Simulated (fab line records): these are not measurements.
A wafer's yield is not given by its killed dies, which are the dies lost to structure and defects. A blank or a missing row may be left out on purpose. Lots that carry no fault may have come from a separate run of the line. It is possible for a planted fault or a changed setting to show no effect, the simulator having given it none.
What tool caused it?	flow nand-harc	6 lots with 18 wafers sampled at 2 steps, on a route of 1302 steps

== WHAT THE GAUGES SHOWED, per wafer ==
NHARC_A_SIN_REMOVE_INSPECT_04.
lot	measured	on	raw-defect-count
L650	day 21 12:06	defect-inspect-02	286 325 315
L655	day 22 23:46	defect-inspect-01	1267 1257 1402
L658	day 24 10:49	defect-inspect-02	452 413 524
L666	day 27 05:05	defect-inspect-02	543 490 423
L668	day 28 19:32	defect-inspect-01	544 436 480
L671	day 30 02:40	defect-inspect-01	293 279 276

== WHICH TOOL RAN EACH LOT (tool, then ch and the chambers of the sampled wafers, then the start) ==
lot	NHARC_A_SLIT_STRIP_18
L650	rie-diel-02 ch 0,2, day 21 05:07
L655	rie-diel-12 ch 0,1, day 22 16:44
L658	rie-diel-03 ch 0,1,2, day 24 03:47
L666	rie-diel-03 ch 0,1, day 26 22:50
L668	rie-diel-02 ch 0,2,3, day 28 12:26
L671	rie-diel-02 ch 1,2,3, day 29 19:38
- NHARC_A_SLIT_STRIP_18: strips in O2.

== THE ANSWER, worked out from the rows above alone ==
Rule: what is usual is taken from the lots themselves. Put in order of their means at a reading, lots are off if they are a third of the lots or fewer, leave a main group of 4 or more, and stand apart from it by a gap of 3 or more times the standard deviation of the main group's means; of several such gaps the widest counts. If all means in a main group match to the digits the tables above print for the reading, that group is not used. A lot without any number at a reading at which 4 lots or more have one is off too. The other lots that the step has rows for count as sound.
Off at NHARC_A_SIN_REMOVE_INSPECT_04 (raw-defect-count): L655. Mean 405 and standard deviation 90 in the main group.
If a tool, at a process step before that reading, ran all the lots that are off and no sound lot after the first of them, it fits. The gauges at NHARC_A_SIN_REMOVE_INSPECT_04 are tried like those tools. One candidate fits, namely rie-diel-12 at NHARC_A_SLIT_STRIP_18. It ran no sound lot before its first lot that is off in this sample, so the start can't be narrowed down.

== WHAT THE SIMULATOR HAD INSERTED ==
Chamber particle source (rie-diel-12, NHARC_A_SLIT_STRIP_18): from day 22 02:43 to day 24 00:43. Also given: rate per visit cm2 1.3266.
Shown lots that were struck: L655. The rule above found the same.
